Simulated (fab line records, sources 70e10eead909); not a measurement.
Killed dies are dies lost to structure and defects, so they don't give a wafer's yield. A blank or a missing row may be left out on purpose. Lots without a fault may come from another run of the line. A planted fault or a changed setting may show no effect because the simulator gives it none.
fab line records | flow nand_harc
record lots=11 wafers=33 last_day=33
route steps=1302 shown A_CHANNEL_HOLE_D2@595 A_CHANNEL_FILL_D2@619 END@1302
lots that met no fault: from a run of the same line without faults
start_h: hours from the record's first day to the start of the lot's first wafer shown | wait_h: hours since the lot's step before | " the same as in the row above | L1.1+2: a row that stands for several wafers | - no value, or no start given | * or withheld: withheld | < > ~ a bound
route shown NAME@n: a module of which the file shows steps, and the number in the route of the first | usual: mean/standard deviation of fault-free wafers | same: alike in all rows | chamber/n: place in a boat | sites: the reading at each site | _std_site: their standard deviation | _edge_site: outer sites' mean less inner sites' | radius_mm: how far each site lies from the wafer's centre | mask NAME#n: copy n | behind: the tool/chamber that last shaped the wafer | hold: why the lot was held/for how many hours/how that ended | device: the transistor (n, p or np) that didn't switch | end of line: the same wafers' tests at the end of the route | a step without rows: its recipe alone | killed: dies lost to structure and defects at the first sort, not the wafer's yield | map: a wafer's dies, x killed, . not, _ none there
set.NAME: the setting as run; set.NAME@STEP: as run at that earlier step | model.NAME: the simulator's own value behind a step, which no gauge read
steps of the route over a sample of lots; a table a step, a row a wafer
services: from which hour (start_h, from the record's first day; less than 0 if before it) a tool's chamber was out of use, for how many hours, and why
## steps
# step NHARC_A_CHANNEL_HOLE_D2_ETCH_23
# recipe bias_v=5000 source_w=withheld pressure_mtorr=20 time_s=819 ar_flow_sccm=375 c4f8_flow_sccm=89.3 o2_flow_sccm=35.7 temp_c=-20 target_depth_a=16000 chemistry=C4F8/O2/Ar
# usual drypump_motor_current_A=5.8/0.39 showerhead_plenum_p_Torr=3.73/0.15 temp_c=-19.99/0.11 throttle_valve_pct=32.155/0.0092
# columns lot.wafer tool chamber start_h wait_h drypump_motor_current_A rf_hours_counter_h showerhead_plenum_p_Torr temp_c throttle_valve_pct
L910.2 har_etch-02 0 310.40 0.5 5.8 349 3.93 -20.12 32.137
L910.4 " 0 " " 5.8 - 3.93 -19.83 32.162
L910.6 " 0 " " 5.8 - 3.93 -20.07 32.157
L913.3 har_etch-02 0 341.97 0.5 5.8 - 3.92 -20.09 32.149
L913.6 " 1 " " 5.8 - 3.49 -20.01 32.156
L913.5 " 0 " " 5.8 - 3.92 -19.81 32.149
L912.2 har_etch-01 0 343.65 0.5 6.4 181 3.61 -20.01 32.152
L912.6 " 1 " " 5.3 - 3.68 -20.14 32.153
L912.5 " 0 " " 6.4 - 3.61 -19.96 32.155
L915.2 har_etch-01 0 368.15 0.5 6.5 192 3.60 -20.04 32.154
L915.3 " 0 " " 6.4 - 3.60 -19.97 32.168
L915.5 " 0 " " 6.5 - 3.60 -19.83 32.168
L917.2 har_etch-01 0 391.86 0.5 6.5 211 3.59 -19.88 32.160
L917.1 " 1 " " 5.3 211 3.67 -19.95 32.161
L917.6 " 0 " " 6.5 - 3.59 -19.81 32.152
L922.1 har_etch-01 1 442.06 0.5 5.4 242 3.65 -20.00 32.154
L922.4 " 1 " " 5.4 - 3.65 -20.00 32.161
L922.6 " 0 " " 6.4 - 3.58 -20.12 32.161
L923.1 har_etch-02 0 443.61 0.5 5.8 28 3.89 -19.88 32.142
L923.2 " 1 " " 5.8 28 3.92 -20.00 32.150
L923.5 " 1 " " 5.8 - 3.92 -19.91 32.150
L925.1 har_etch-01 0 471.08 0.5 6.4 257 3.57 -19.93 32.151
L925.3 " 1 " " 5.3 - 3.64 -20.05 32.154
L925.6 " 1 " " 5.3 - 3.64 -19.94 32.168
L926.1 har_etch-02 0 484.52 0.5 5.7 51 3.88 -19.90 32.150
L926.4 " 0 " " 5.7 - 3.88 -19.88 32.150
L926.6 " 0 " " 5.8 - 3.88 -20.02 32.152
L930.2 har_etch-02 1 520.60 0.5 5.8 70 3.89 -19.97 32.152
L930.3 " 1 " " 5.8 - 3.89 -19.90 32.156
L930.4 " 0 " " 5.8 - 3.87 -20.02 32.161
L931.1 har_etch-02 1 525.48 0.5 5.8 74 3.89 -19.90 32.164
L931.3 " 1 " " 5.8 - 3.89 -20.02 32.157
L931.6 " 0 " " 5.8 - 3.87 -20.04 32.154
# step NHARC_A_CHANNEL_FILL_D2_ETCHBACK_19
# recipe target_depth_a=50 time_s=1.7 hbr_flow_sccm=150 cl2_flow_sccm=50 rf_w=400 icp_w=400 bias_w=100 chemistry=HBr/Cl2
# usual drypump_motor_current_A=5.7/0.47 oes_product_au=1.000/0.0071 throttle_valve_pct=26.405/0.0092
# columns lot.wafer tool chamber start_h wait_h drypump_motor_current_A oes_product_au rf_hours_counter_h throttle_valve_pct
L910.2 rie_si-01 3 339.91 0.4 6.4 0.998 0.8 26.401
L910.4 " 0 " " 5.5 1.000 1.0 26.407
L910.6 " 3 " " 6.4 0.997 - 26.402
L912.2 rie_si-04 2 371.98 0.4 6.4 1.011 0.1 26.401
L912.5 " 2 " " 6.4 1.005 - 26.410
L912.6 " 3 " " 5.9 0.997 - 26.410
L913.3 rie_si-05 3 371.98 0.4 5.5 1.010 0.3 26.404
L913.6 " 3 " " 5.4 1.006 - 26.408
L913.5 " 1 " " 5.2 0.993 - 26.415
L915.3 rie_si-04 2 401.84 0.4 6.4 0.995 0.4 26.405
L915.2 " 3 " " 5.9 1.007 0.3 26.408
L915.5 " 2 " " 6.4 0.997 - 26.409
L917.1 rie_si-05 3 421.34 0.4 5.4 0.999 0.6 26.400
L917.2 " 1 " " 5.2 0.990 0.7 26.413
L917.6 " 0 " " 5.5 0.995 - 26.395
L922.1 rie_si-05 0 471.29 0.4 5.5 0.987 1.0 26.393
L922.4 " 3 " " 5.4 1.000 1.0 26.412
L922.6 " 1 " " 5.2 0.993 - 26.416
L923.2 rie_si-04 2 471.32 0.4 6.4 1.009 0.8 26.408
L923.1 " 3 " " 5.9 1.005 0.8 26.401
L923.5 " 0 " " 5.9 1.004 - 26.389
L925.3 rie_si-05 2 500.36 0.4 5.3 0.998 0.1 26.397
L925.1 " 0 " " 5.5 1.001 0.1 26.401
L925.6 " 2 " " 5.3 0.984 - 26.399
L926.4 rie_si-04 3 512.57 0.4 5.9 1.005 1.1 26.415
L926.1 " 0 " " 5.8 1.008 1.1 26.414
L926.6 " 3 " " 5.8 1.008 - 26.391
L930.4 rie_si-04 3 552.20 0.4 5.9 1.004 0.1 26.392
L930.3 " 0 " " 5.9 1.010 0.1 26.409
L930.2 " 1 " " 5.9 1.014 0.1 26.407
L931.1 rie_si-05 1 552.22 0.4 5.2 0.989 0.4 26.409
L931.3 " 2 " " 5.3 0.995 0.4 26.414
L931.6 " 3 " " 5.4 1.001 - 26.409
# step NHARC_A_CHANNEL_FILL_D2_ANNEAL_22
# recipe temp_c=620 time_s=7200
# usual spike_tc_bottom_C=640.3/1.5 spike_tc_centre_C=620.7/0.98 spike_tc_lower_C=620.4/1.2 spike_tc_top_C=639.4/1.8 spike_tc_upper_C=619.4/1.2 tube_center_temp_C=620.01/0.054 tube_center_temp_C_max=621.62/0.28 zone_power_bottom_pct=11.85/0.24 zone_power_top_pct=19.5/2.1
# columns lot.wafer tool chamber start_h wait_h spike_tc_bottom_C spike_tc_centre_C spike_tc_lower_C spike_tc_top_C spike_tc_upper_C tube_center_temp_C tube_center_temp_C_max zone_power_bottom_pct zone_power_top_pct
L910.2 furnace-04 0 347.62 3.1 639.4 622.8 621.9 638.3 618.5 620.01 621.85 11.79 20.8
L910.4 " 0 " " 640.7 623.1 621.5 638.9 617.8 620.03 621.51 11.81 20.9
L910.6 " 0 " " 639.4 621.2 620.6 638.7 621.3 620.04 621.39 11.78 20.7
L912.2 furnace-06 0 380.02 3.5 641.1 620.3 620.7 643.0 619.8 620 621.93 11.53 21.2
L912.5 " 0 " " 642.2 620.9 622.1 642.4 618.4 620.11 621.62 11.68 21.0
L912.6 " 0 " " 642.7 620.4 618.9 642.6 617.4 620.03 621.29 11.38 20.9
L913.3 furnace-06 0 380.02 3.5 642.6 620.2 620.0 641.4 619.0 620.08 621.24 11.75 21.1
L913.5 " 0 " " 643.4 621.4 621.4 642.1 621.4 619.94 621.73 11.76 21.4
L913.6 " 0 " " 643.3 620.8 621.4 642.3 620.4 619.99 621.47 11.58 20.9
L915.2 furnace-06 0 409.91 3.5 675.4 654.6 653.8 675.0 654.4 654.39 655.95 13.02 22.3
L915.3 " 0 " " 675.7 655.2 654.6 674.0 653.2 654.41 655.85 13.01 23.0
L915.5 " 0 " " 677.2 654.9 654.6 673.3 652.6 654.43 656.30 12.95 22.7
L917.1 furnace-06 0 429.43 3.5 676.7 656.2 654.1 675.7 655.6 654.43 655.83 12.96 22.9
L917.2 " 0 " " 678.5 654.8 652.8 675.9 652.5 654.54 656.15 12.95 23.3
L917.6 " 0 " " 676.6 655.1 653.1 674.2 653.6 654.45 655.82 12.70 22.6
L922.1 furnace-07 0 479.27 3.4 640.2 619.4 620.5 639.1 620.7 620 621.55 12.05 16.9
L922.4 " 0 " " 639.3 621.7 621.4 636.9 616.6 619.97 621.58 12.23 16.7
L922.6 " 0 " " 641.2 620.5 619.7 638.7 617.4 620.01 621.75 12.13 16.7
L923.1 furnace-07 0 479.27 3.4 639.8 619.9 619.0 638.3 619.1 619.95 621.42 12.01 16.9
L923.2 " 0 " " 639.2 620.5 619.4 639.3 619.0 620.06 621.64 12.07 16.6
L923.5 " 0 " " 637.6 620.4 619.7 637.9 619.2 619.96 621.35 12.22 16.5
L925.1 furnace-04 0 508.41 3.4 640.5 622.5 621.3 639.2 620.8 619.96 621.46 11.68 21.0
L925.3 " 0 " " 641.0 621.9 619.8 636.7 620.6 619.89 621.51 11.86 20.7
L925.6 " 0 " " 640.2 619.3 620.0 640.5 619.7 620.03 622.08 11.77 20.6
L926.1 furnace-04 0 521.08 3.9 638.0 621.9 623.4 639.3 619.1 619.98 622.34 11.63 21.3
L926.4 " 0 " " 640.4 621.5 621.0 638.6 620.8 620.02 621.87 11.81 20.6
L926.6 " 0 " " 640.5 620.0 621.2 639.8 620.3 619.99 621.97 11.73 20.9
L930.2 furnace-04 0 561.85 5.2 639.7 620.0 620.9 638.8 620.4 620.02 621.85 11.83 20.7
L930.3 " 0 " " 641.5 621.7 623.1 638.9 620.5 620.02 621.37 11.85 20.6
L930.4 " 0 " " 637.3 622.8 620.9 637.9 620.2 620.08 621.58 11.83 20.9
L931.1 furnace-04 0 561.85 5.2 640.1 619.5 621.1 639.6 617.7 620 621.36 11.55 21.2
L931.3 " 0 " " 642.4 621.1 622.3 640.7 619.7 619.94 621.97 11.60 20.7
L931.6 " 0 " " 638.9 620.9 620.2 639.1 620.3 619.97 621.53 11.58 21.1
# step NHARC_A_CHANNEL_FILL_D2_ALD_25
# recipe target_thk_a=600 pulse_time_s=10 ald_cycles=600 temp_c=300 material=SiOx
# usual heater_power_outer_w=252/19 heater_power_w=445/37 precursor_pulse_height_rel=1.003/0.019
# columns lot.wafer tool chamber start_h wait_h heater_power_outer_w heater_power_w precursor_pulse_height_rel
L910.2 ald_hk-04 0 352.36 0.7 235 431 0.962
L910.4 " 1 " " 229 410 0.992
L910.6 " 0 354.83 3.1 233 421 1.024
L912.2 ald_hk-04 3 384.69 0.7 270 492 0.972
L912.6 " 2 386.52 2.5 249 400 0.994
L912.5 " 3 " " 255 496 1.043
L913.3 ald_hk-03 2 385.29 1.3 258 466 1.008
L913.6 " 0 386.51 2.5 235 436 0.979
L913.5 " 1 " " 252 445 0.993
L915.3 ald_hk-04 0 414.07 0.1 237 415 1.000
L915.2 " 2 415.30 1.3 248 399 1.011
L915.5 " 0 416.53 2.5 233 406 0.996
L917.1 ald_hk-03 2 434.14 0.7 247 460 0.996
L917.2 " 3 " " 267 469 1.022
L917.6 " 2 436.54 3.0 258 453 1.023
L923.1 ald_hk-04 3 483.51 0.3 275 514 1.035
L923.2 " 0 " " 247 437 0.981
L923.5 " 3 486.01 2.8 263 519 0.998
L922.4 ald_hk-03 1 483.85 0.7 251 427 0.975
L922.1 " 2 " " 251 446 0.997
L922.6 " 1 486.29 3.1 250 420 1.030
L925.1 ald_hk-03 0 512.49 0.1 230 427 1.025
L925.3 " 3 514.34 1.9 268 468 1.008
L925.6 " 0 " " 233 424 1.021
L926.1 ald_hk-01 2 526.28 1.3 270 477 0.997
L926.4 " 3 " " 297 505 0.989
L926.6 " 0 " " 281 461 0.974
L930.4 ald_hk-04 3 565.92 0.1 277 500 0.987
L930.3 " 0 " " 248 436 1.025
L930.2 " 2 567.74 1.9 259 408 1.013
L931.3 ald_hk-03 0 568.30 2.4 232 433 1.019
L931.1 " 1 " " 255 430 0.996
L931.6 " 0 570.76 4.9 237 435 0.997
# step NHARC_END_SORT_01
# recipe temp_c=25
# usual killed_at_array=61/22 killed_at_other=0.8/1 killed_at_periphery=3.8/2.3 killed_dies=66/22 killed_open=3.2/1.9 killed_short=2.8/1.8
# same gross_dies=677
# columns lot.wafer tool chamber start_h wait_h killed_at_array killed_at_other killed_at_periphery killed_dies killed_open killed_short
L917.1 prober-02 0 650.24 2.5 56 0 2 58 4 1
L917.2 prober-02 0 651.04 2.8 62 0 6 68 3 7
L917.6 prober-02 0 654.24 4.0 29 0 3 32 2 3
# killed by level:class
L917.1 A_SLIT:chamber_film_flake=31 A_CHANNEL_HOLE_D2:chamber_film_flake=13 A_STAIRCASE:chamber_film_flake=4 A_WL_FILL:chamber_film_flake=2 P_M0:geometric_particle:open=1 A_CHANNEL_HOLE_D1:geometric_particle:short=1 A_SGD_CUT:geometric_particle:open=1 A_WL_FILL:geometric_particle:open=1
L917.2 A_SLIT:chamber_film_flake=36 A_CHANNEL_HOLE_D2:chamber_film_flake=11 A_CHANNEL_HOLE_D1:chamber_film_flake=3 A_CONTACT:chamber_film_flake=3 P_M0:geometric_particle:open=2 A_WL_FILL:geometric_particle:short=2 A_M0:geometric_particle:short=2 P_CONTACT:geometric_particle:open=1
L917.6 A_SLIT:chamber_film_flake=17 A_CHANNEL_HOLE_D2:chamber_film_flake=6 P_CONTACT:geometric_particle:open=1 A_CHANNEL_FILL_D1:geometric_particle:short=1 A_DECK1_JOINT:geometric_particle:short=1 A_WL_FILL:geometric_particle:short=1 A_M1:geometric_particle:open=1 P_STI:chamber_film_flake=1
## services
# columns tool chamber start_h hours kind
ald_hk-01 - 296.89 10.0 pm
rie_si-05 - 305.00 9.0 pm
ald_hk-03 - 321.30 1.1 repair
rie_si-01 - 323.67 0.1 repair
rie_si-04 - 342.00 9.0 pm
har_etch-01 - 357.22 5.0 repair
rie_si-05 0 366.47 8.5 repair
rie_si-01 - 370.00 9.0 pm
har_etch-02 - 379.77 17.0 pm
furnace-07 - 387.40 26.0 pm
rie_si-05 1 391.54 1.8 repair
ald_hk-03 - 394.73 10.0 pm
rie_si-05 0 409.69 4.1 repair
rie_si-05 2 420.18 4.0 repair
ald_hk-04 - 432.00 10.0 pm
rie_si-01 - 458.20 0.6 repair
rie_si-04 2 477.23 6.9 repair
rie_si-05 - 482.00 9.0 pm
furnace-06 - 508.25 11.0 repair
rie_si-04 2 517.44 2.7 repair
rie_si-04 - 519.00 9.0 pm
rie_si-04 0 537.50 4.7 repair
rie_si-05 0 548.55 5.8 repair
rie_si-05 - 562.37 0.5 repair
## key
first_sign step=NHARC_A_CHANNEL_FILL_D2_ANNEAL_22 reading=tube_center_temp_C direction=up sigmas=99+ usual=* struck=*
effect step=NHARC_A_CHANNEL_FILL_D2_ANNEAL_22 reading=tube_center_temp_C_max direction=up sigmas=99+ usual=* struck=*
met_at NHARC_A_CHANNEL_FILL_D2_ANNEAL_22
struck_lots L915,L917
tester_left_out L915,L917
not_acting_at NHARC_A_CHANNEL_HOLE_D2_ETCH_23,NHARC_A_CHANNEL_FILL_D2_ETCHBACK_19,NHARC_A_CHANNEL_FILL_D2_ALD_25
onset_between 380.02 409.91
fault kind=process_parameter_drift tool=furnace-06 chamber=- onset_h=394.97 steps=NHARC_A_CHANNEL_FILL_D2_ANNEAL_22 channel=temp_c offset=* shape=step end_h=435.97 acts_in=* stated=*
# tester_left_out: of these lots the tester's yield and bins aren't shown, on N5 and GAA mostly nor the transistor test; their killed dies are dies lost to structure and defects alone, not to doping, threshold or leakage, so they don't give the yield
